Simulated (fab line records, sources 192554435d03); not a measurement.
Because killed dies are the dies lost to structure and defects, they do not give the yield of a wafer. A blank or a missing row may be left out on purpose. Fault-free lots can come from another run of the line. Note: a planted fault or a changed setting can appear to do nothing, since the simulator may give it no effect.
fab line records ; flow n5-finfet
record lots=6; wafers=18; last-day=16
route steps=1938 shown BEOL_M4@1043
lots that met no fault: taken from a fault-free run of the same line
start-h: the number of hours between the record's first day and the start of the first shown wafer of the lot ; wait-h: time in hours since the lot's previous step ; " unchanged from the row above ; L1.1+2: one row covering several wafers at once ; - no value present, or no start provided ; * or withheld: withheld ; < > ~ a bound
route shown NAME@n: names a module that has steps shown in the file, with the first one's number in the route ; usual: average and standard deviation across the fault-free wafers ; same: alike in all rows ; chamber/n: place in a boat ; sites: each site's reading ; _std_site: how widely they spread, as a standard deviation ; _edge_site: inner sites' mean taken away from outer sites' mean ; radius-mm: how far each site lies from the wafer's centre ; mask NAME#n: copy n ; behind: the tool/chamber that last shaped the wafer ; hold: the reason the lot was held/the length of the hold in hours/how it ended ; device: which transistor (n, p or np) failed to switch ; end of line: tests of these same wafers at the route's end ; for a step that has no rows: nothing shown but its recipe ; killed: the dies lost at the first sort to structure and to defects; this is not the yield of the wafer ; map: shows each die of a wafer: x if killed, . if not, _ if none is there
set.NAME: the run value of the setting; set.NAME@STEP: its run value at that earlier step ; model.NAME: the simulator's own value behind a step, which no gauge read
lots at selected steps of the route; one table per step, one row per wafer
services: the hour from which a tool's chamber was out of use, counted from the record's first day as start-h (under 0 if before that day), plus the number of hours and why
## steps
# step N5_BEOL_M4_STRIP_66
# recipe chemistry=CF4; resist=SiARC; power-w=300; bias-power-w=75; pressure-mtorr=50; cf4-flow-sccm=150; rf-frequency-hz=6e+07
# usual drypump-motor-current-A=5.7/0.48; oes-product-au=0.75/0.055; rf-vpp-V=271.5/1.1; showerhead-plenum-p-Torr=1.81/0.037; throttle-valve-pct=13.69/0.23
lot.wafer;tool;chamber;start-h;wait-h;drypump-motor-current-A;oes-product-au;rf-hours-counter-h;rf-vpp-V;showerhead-plenum-p-Torr;throttle-valve-pct
L816.1;rie-diel-02;1;155.38;0.0;6.3;0.71;220;269.9;1.77;13.48
L816.2;rie-diel-02;3;155.38;0.0;5.8;0.76;116;272.2;1.80;13.86
L816.4;rie-diel-02;0;155.38;0.0;6.5;0.85;50;273.3;1.89;13.50
L823.1;rie-diel-02;0;199.71;0.0;6.5;0.84;61;273.5;1.88;13.54
L823.3;rie-diel-02;1;199.71;0.0;6.3;0.70;230;270.0;1.76;13.52
L823.4;rie-diel-02;3;199.71;0.0;5.9;0.75;126;271.2;1.80;13.89
L829.1;rie-diel-05;0;236.71;0.0;5.5;0.74;140;272.3;1.79;13.84
L829.2;rie-diel-05;3;236.71;0.0;5.5;0.79;112;272.4;1.87;13.42
L829.6;rie-diel-05;3;236.71;0.0;5.4;0.79;-;274.4;1.87;13.41
L830.2;rie-diel-05;2;240.45;0.0;4.9;0.72;207;272.5;1.85;13.49
L830.4;rie-diel-05;1;240.45;0.0;6.2;0.80;108;270.1;1.81;13.67
L830.6;rie-diel-05;0;240.45;0.0;5.5;0.75;-;271.6;1.79;13.85
L836.4;rie-diel-06;2;276.89;0.0;5.5;0.74;154;272.3;1.80;13.59
L836.5;rie-diel-06;3;276.89;0.0;5.7;0.78;-;270.8;1.79;13.67
L836.6;rie-diel-06;0;276.89;0.0;6.4;0.68;-;271.0;1.77;14.01
L837.1;rie-diel-02;2;280.24;0.0;5.1;0.70;220;270.6;1.78;14.08
L837.4;rie-diel-02;1;280.24;0.0;6.3;0.95;3;270.4;1.76;12.94
L837.6;rie-diel-02;3;280.24;0.0;5.8;0.72;-;271.0;1.79;13.96
# step N5_BEOL_M4_HM_OPEN_17
# recipe chemistry=Cl2/BCl3; target-depth-a=200; overetch-a=60; target=TiN; mask-material=SOC; ion-energy-ev=150; pressure-mtorr=10; icp-w=1000; bias-w=126; Cl2_flow_sccm=53.25; bcl3-flow-sccm=21.75; Ar_flow_sccm=25
# usual drypump-motor-current-A=6.0/0.46; mfc-cl2-sccm=53.25/0.15; oes-product-au=0.69/0.037; throttle-valve-pct=22.12/0.18
lot.wafer;tool;chamber;start-h;wait-h;drypump-motor-current-A;mfc-cl2-sccm;oes-product-au;rf-hours-counter-h;throttle-valve-pct
L816.1;rie-metal-03;1;155.42;0.0;6.1;53.16;0.79;2;22.46
L816.2;rie-metal-03;0;155.42;0.0;6.5;52.99;0.72;20;22.05
L816.4;rie-metal-03;0;155.42;0.0;6.5;53.30;0.71;-;22.03
L823.1;rie-metal-02;0;199.75;0.0;6.4;53.05;0.65;43;21.90
L823.3;rie-metal-02;1;199.75;0.0;5.2;53.05;0.71;-;22.13
L823.4;rie-metal-02;0;199.75;0.0;6.4;53.11;0.66;-;21.91
L829.1;rie-metal-02;0;236.75;0.0;6.3;53.47;0.65;46;21.91
L829.2;rie-metal-02;1;236.75;0.0;5.2;53.24;0.70;31;22.13
L829.6;rie-metal-02;1;236.75;0.0;5.2;53.25;0.70;-;22.14
L830.2;rie-metal-02;0;240.49;0.0;6.4;53.03;0.65;47;21.90
L830.4;rie-metal-02;0;240.49;0.0;6.3;53.32;0.64;-;21.89
L830.6;rie-metal-02;1;240.49;0.0;5.2;52.98;0.70;-;22.14
L836.4;rie-metal-03;1;276.96;0.1;6.2;53.22;0.73;-;22.54
L836.5;rie-metal-03;0;276.96;0.1;6.5;53.21;0.67;-;22.08
L836.6;rie-metal-03;1;276.96;0.1;6.1;53.13;0.74;-;22.54
L837.1;rie-metal-01;0;280.28;0.0;5.8;53.18;0.66;52;22.11
L837.4;rie-metal-01;1;280.28;0.0;5.8;53.29;0.66;-;22.15
L837.6;rie-metal-01;1;280.28;0.0;5.8;53.28;0.65;-;22.14
# step N5_BEOL_M4_STRIP_19
# recipe chemistry=O2; power-w=400; temp-c=40; pressure-mtorr=30; rf-frequency-hz=6e+07; bias-power-w=0; overash-fraction=0.2; o2-flow-sccm=225
# usual drypump-motor-current-A=5.7/0.47; oes-product-au=0.76/0.055; rf-vpp-V=3.6/0.48; showerhead-plenum-p-Torr=2.13/0.05; throttle-valve-pct=16.79/0.23
lot.wafer;tool;chamber;start-h;wait-h;drypump-motor-current-A;oes-product-au;rf-hours-counter-h;rf-vpp-V;showerhead-plenum-p-Torr;throttle-valve-pct
L816.1;rie-diel-05;2;155.58;0.1;4.9;0.74;178;3.9;2.18;16.47
L816.2;rie-diel-05;1;155.58;0.1;6.2;0.85;73;3.6;2.13;16.78
L816.4;rie-diel-05;0;155.58;0.1;5.5;0.80;108;3.5;2.12;16.93
L823.1;rie-diel-06;3;199.87;0.1;5.7;0.82;100;3.6;2.12;16.84
L823.3;rie-diel-06;1;199.87;0.1;5.7;0.68;212;2.8;2.17;16.87
L823.4;rie-diel-06;2;199.87;0.1;5.5;0.77;124;3.4;2.09;16.53
L829.1;rie-diel-06;0;236.89;0.1;6.4;0.68;226;3.3;2.08;17.14
L829.2;rie-diel-06;2;236.89;0.1;5.5;0.76;140;3.9;2.09;16.56
L829.6;rie-diel-06;0;236.89;0.1;6.4;0.69;-;3.0;2.08;17.11
L830.2;rie-diel-02;3;240.60;0.1;5.9;0.73;142;3.7;2.10;17.03
L830.4;rie-diel-02;0;240.60;0.1;6.5;0.82;78;3.2;2.20;16.65
L830.6;rie-diel-02;3;240.60;0.1;5.9;0.74;-;3.0;2.10;17.04
L836.4;rie-diel-06;1;277.04;0.1;5.7;0.67;239;3.8;2.16;16.93
L836.5;rie-diel-06;2;277.04;0.1;5.5;0.75;-;3.4;2.08;16.59
L836.6;rie-diel-06;1;277.04;0.1;5.7;0.67;-;2.8;2.16;16.93
L837.1;rie-diel-05;3;280.39;0.1;5.5;0.78;128;3.8;2.22;16.65
L837.4;rie-diel-05;2;280.39;0.1;4.9;0.70;223;3.7;2.16;16.53
L837.6;rie-diel-05;0;280.39;0.1;5.5;0.74;-;3.7;2.10;17.01
# step N5_BEOL_M4_CD_MEAS_18
# recipe pitch-nm=36; target-cd-nm=18
# usual cd-nm=18.0/0.3
lot.wafer;tool;chamber;start-h;wait-h;cd-nm
L816.1;cd-sem-02;-;155.65;0.0;18.3
L816.2;cd-sem-02;-;155.65;0.0;18.1
L816.4;cd-sem-02;-;155.65;0.0;18.1
L823.1;cd-sem-03;-;199.93;0.0;17.6
L823.3;cd-sem-03;-;199.93;0.0;18.3
L823.4;cd-sem-03;-;199.93;0.0;18.0
L829.1;cd-sem-01;-;236.96;0.0;17.8
L829.2;cd-sem-01;-;236.96;0.0;18.3
L829.6;cd-sem-01;-;236.96;0.0;17.7
L830.2;cd-sem-03;-;240.67;0.1;18.0
L830.4;cd-sem-03;-;240.67;0.1;18.0
L830.6;cd-sem-03;-;240.67;0.1;18.2
L836.4;cd-sem-03;-;277.12;0.1;18.1
L836.5;cd-sem-03;-;277.12;0.1;18.0
L836.6;cd-sem-03;-;277.12;0.1;18.2
L837.1;cd-sem-02;-;280.46;0.0;17.7
L837.4;cd-sem-02;-;280.46;0.0;17.7
L837.6;cd-sem-02;-;280.46;0.0;18.2
# step N5_BEOL_M4_COAT_67
# recipe resist=SOC; temp-c=250; time-s=60; spin-rpm=1500; resist-thk-nm=60
# step N5_BEOL_M4_COAT_68
# recipe resist=SiARC; temp-c=220; time-s=60; spin-rpm=1500; resist-thk-nm=12
# step N5_BEOL_M4_COAT_76
# recipe resist=underlayer; temp-c=205; time-s=60; spin-rpm=1500; resist-thk-nm=5
# step N5_BEOL_M4_COAT_22
# recipe resist=CAR-EUV; spin-rpm=1500; resist-thk-nm=30
# step N5_BEOL_M4_EBR_24
# recipe solvent=PGMEA; ebr-width-mm=1.5
# step N5_BEOL_M4_SOFTBAKE_23
# recipe temp-c=110; time-s=60; resist=CAR-EUV
# step N5_BEOL_M4_EXPOSE_25
# recipe mask-id=V3; na=0.33; source-shape=quasar; sigma-inner=0.2; sigma-outer=0.8; polarization=unpolarized; defocus-nm=5; dose-mj=63
# step N5_BEOL_M4_PEB_26
# recipe peb-temp-c=100; peb-time-s=60; resist=CAR-EUV
# step N5_BEOL_M4_DEVELOP_27
# recipe develop-time-s=30; developer=TMAH; resist=CAR-EUV; rinse-liquid=surfactant-rinse; dry=air-spin; dev-temp-c=23
# usual chill-plate-temp-C=22.99/0.12; develop-time-s=30/0
lot.wafer;tool;chamber;start-h;wait-h;chill-plate-temp-C;develop-time-s;model.CAR-EUV_of_BEOL_M4_COAT_22.thk-nm
L816.1;litho-track-01;0;156.04;-;23.12;30;29.6
L816.2;litho-track-01;0;156.04;-;23.14;30;29.6
L816.4;litho-track-01;0;156.04;-;22.92;30;29.6
L823.1;litho-track-04;0;200.32;-;23.00;30;29.4
L823.3;litho-track-04;0;200.32;-;22.97;30;29.6
L823.4;litho-track-04;0;200.32;-;23.05;30;29.6
L829.1;litho-track-01;-;237.35;-;-;-;29.8
L829.2;litho-track-01;-;237.35;-;-;-;29.8
L829.6;litho-track-01;-;237.35;-;-;-;29.8
L830.2;litho-track-01;-;241.09;-;-;-;30
L830.4;litho-track-01;-;241.09;-;-;-;30
L830.6;litho-track-01;-;241.09;-;-;-;30
L836.4;litho-track-04;0;277.37;-;22.87;30;29.4
L836.5;litho-track-04;0;277.37;-;22.86;30;29.6
L836.6;litho-track-04;0;277.37;-;22.94;30;29.4
L837.1;litho-track-04;0;280.72;-;22.94;30;29.4
L837.4;litho-track-04;0;280.72;-;23.01;30;29.4
L837.6;litho-track-04;0;280.72;-;22.96;30;29.4
# step N5_BEOL_M4_CD_MEAS_28
# recipe target-cd-nm=26.2; landing-energy-ev=500; detector=se-inlens; target-cd-y-nm=24.1; polarity=opening
# usual cd-nm=26.12/0.23
lot.wafer;tool;chamber;start-h;wait-h;cd-nm
L816.1;cd-sem-02;0;156.10;-;26.08
L816.2;cd-sem-02;0;156.10;-;26.23
L816.4;cd-sem-02;0;156.10;-;26.01
L823.1;cd-sem-01;0;200.38;-;25.83
L823.3;cd-sem-01;0;200.38;-;25.83
L823.4;cd-sem-01;0;200.38;-;26.01
L829.1;cd-sem-01;0;237.40;-;-
L829.2;cd-sem-01;0;237.40;-;-
L829.6;cd-sem-01;0;237.40;-;-
L830.2;cd-sem-01;0;241.15;-;-
L830.4;cd-sem-01;0;241.15;-;-
L830.6;cd-sem-01;0;241.15;-;-
L836.4;cd-sem-02;0;277.43;-;26.68
L836.5;cd-sem-02;0;277.43;-;26.29
L836.6;cd-sem-02;0;277.43;-;26.44
L837.1;cd-sem-02;0;280.78;-;26.28
L837.4;cd-sem-02;0;280.78;-;25.86
L837.6;cd-sem-02;0;280.78;-;26.21
## services
tool;chamber;start-h;hours;kind
rie-metal-02;-;141.53;14.6;pm
rie-diel-02;-;156.72;16.8;repair
rie-diel-06;1;161.09;4.9;repair
rie-diel-05;2;164.28;5.6;repair
rie-metal-03;1;181.20;12.1;repair
litho-track-01;-;207.81;-;consumable-replace:filter
rie-diel-06;3;211.16;15.1;repair
rie-diel-02;2;226.34;13.2;repair
rie-diel-06;1;233.21;4.6;repair
rie-diel-06;-;242.52;0.3;repair
rie-metal-03;-;249.95;2.8;pm
rie-diel-02;1;251.75;-;clean
rie-diel-02;1;251.75;-;consumable-replace:focus-ring
rie-diel-02;1;251.75;19.5;scheduled-down
rie-diel-02;1;251.75;19.5;vent-cycle
## key
first-sign step=N5_BEOL_M4_DEVELOP_27; reading=tool-record; direction=missing
effect none on later readings
model-effect step=N5_BEOL_M4_DEVELOP_27; value=CAR-EUV_of_BEOL_M4_COAT_22.thk-nm; without=29.43; struck=29.9
met-at N5_BEOL_M4_DEVELOP_27
struck-wafers L829.1,L829.2,L829.6,L830.2,L830.4,L830.6
later-rows-left-out L829.1,L829.2,L829.6,L830.2,L830.4,L830.6
sort-left-out L829.1,L829.2,L829.6,L830.2,L830.4,L830.6
onset-between 156.04 237.35
fault kind=skipped-step-whole; tool=litho-track-01; chamber=-; onset-h=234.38; steps=N5_BEOL_M4_DEVELOP_27; scope=struck-lots-only
# sort-left-out: the simulated sort isn't trusted on such a fault, so these wafers' sort isn't shown, and their yield isn't known
# later-rows-left-out: the simulator's readings of these wafers behind a module that went badly wrong aren't trusted and aren't shown, but for the sort
